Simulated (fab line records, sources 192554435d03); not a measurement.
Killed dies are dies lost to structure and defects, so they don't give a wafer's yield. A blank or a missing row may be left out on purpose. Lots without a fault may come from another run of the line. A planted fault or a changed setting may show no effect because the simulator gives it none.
Chamber matching | flow n5_finfet | N5_BEOL_M11_STRIP_67 on rie_diel-01: 4 sister chambers
The step strips in CF4. 8 wafers are shown with their chamber, then 9 later ones without.

WAFERS WITH THEIR CHAMBER
wafer  | chamber | showerhead_plenum_p_Torr (Torr) | throttle_valve_pct (%)
L082.2 | 3       | 1.84                            | 13.30
L082.3 | 1       | 1.70                            | 13.93
L082.6 | 0       | 1.90                            | 13.51
L085.1 | 1       | 1.70                            | 13.94
L085.6 | 2       | 1.74                            | 13.39
L090.1 | 2       | 1.74                            | 13.40
L090.2 | 3       | 1.84                            | 13.31
L090.6 | 0       | 1.89                            | 13.54

WAFERS WITHOUT THEIR CHAMBER
wafer  | showerhead_plenum_p_Torr (Torr) | throttle_valve_pct (%)
L092.2 | 1.74                            | 13.41
L092.4 | 1.83                            | 13.34
L092.6 | 1.74                            | 13.42
L095.1 | 1.69                            | 13.97
L095.2 | 1.74                            | 13.41
L095.4 | 1.84                            | 13.34
L097.1 | 1.83                            | 13.35
L097.4 | 1.74                            | 13.45
L097.5 | 1.89                            | 13.57

WHICH CHAMBER EACH WENT THROUGH
wafer  | from the rows above | in truth
L092.2 | 2                   | 2
L092.4 | 3                   | 3
L092.6 | 2                   | 2
L095.1 | 1                   | 1
L095.2 | 2                   | 2
L095.4 | 3                   | 3
L097.1 | 3                   | 3
L097.4 | 2                   | 2
L097.5 | 0                   | 0
Placed correctly: 9 of 9. Can't be placed from these rows: 0. Placed wrongly: 0.
How it was worked out, from the rows above alone: a wafer's distance from a chamber is the root of the sum, over the readings, of the square of ((its reading less the chamber's mean) divided by the reading's scatter). The wafer belongs to the nearest chamber; if the next one is less than 2 further off, it can't be placed. A chamber's mean is the mean of its shown wafers. The scatter: the root of (the sum of the squares of (reading less its chamber's mean) over the shown wafers, divided by (wafers less chambers)).
